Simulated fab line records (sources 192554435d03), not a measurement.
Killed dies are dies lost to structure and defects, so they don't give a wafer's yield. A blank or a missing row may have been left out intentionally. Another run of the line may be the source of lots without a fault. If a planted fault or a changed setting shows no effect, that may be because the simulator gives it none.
Chamber matching | flow n5_finfet | 4 sister chambers for N5_BEOL_M1_ETCH_77 on rie_diel-01
The step etches underlayer in N2/H2, target depth 6.5 nm, time 5.2 s. 4 wafers are shown with their chamber, then 9 later ones without.

== WAFERS WITH THEIR CHAMBER ==
wafer  | chamber | drypump_motor_current_A (A)
L080.5 | 2       | 6.6
L082.5 | 1       | 4.7
L085.4 | 3       | 6.2
L085.6 | 0       | 5.9

== WAFERS WHOSE CHAMBER IS MISSING ==
wafer  | drypump_motor_current_A (A)
L091.2 | 6.3
L091.4 | 6.6
L091.6 | 6.2
L094.1 | 6.2
L094.3 | 6.5
L094.4 | 4.7
L097.2 | 5.9
L097.3 | 6.2
L097.4 | 6.6

== WHICH CHAMBER EACH WENT THROUGH ==
wafer  | from the rows above | in truth
L091.2 | 3                   | 3
L091.4 | 2                   | 2
L091.6 | 3                   | 3
L094.1 | 3                   | 3
L094.3 | 2                   | 2
L094.4 | 1                   | 1
L097.2 | 0                   | 0
L097.3 | 3                   | 3
L097.4 | 2                   | 2
Correctly placed: 9 of 9. Number that these rows cannot place: 0. 0 placed wrongly.
How it was worked out, from the rows above alone: a wafer's distance from a chamber is the root of the sum, over the readings, of the square of ((its reading less the chamber's mean) divided by the reading's scatter). The wafer belongs to the nearest chamber; if the next one is less than 2 further off, it can't be placed. For every chamber, the mean is computed from those of its wafers that are shown. The scatter (one wafer shown for each chamber): square how far every hidden wafer sits from the nearest shown wafer, average those squares and take the square root.
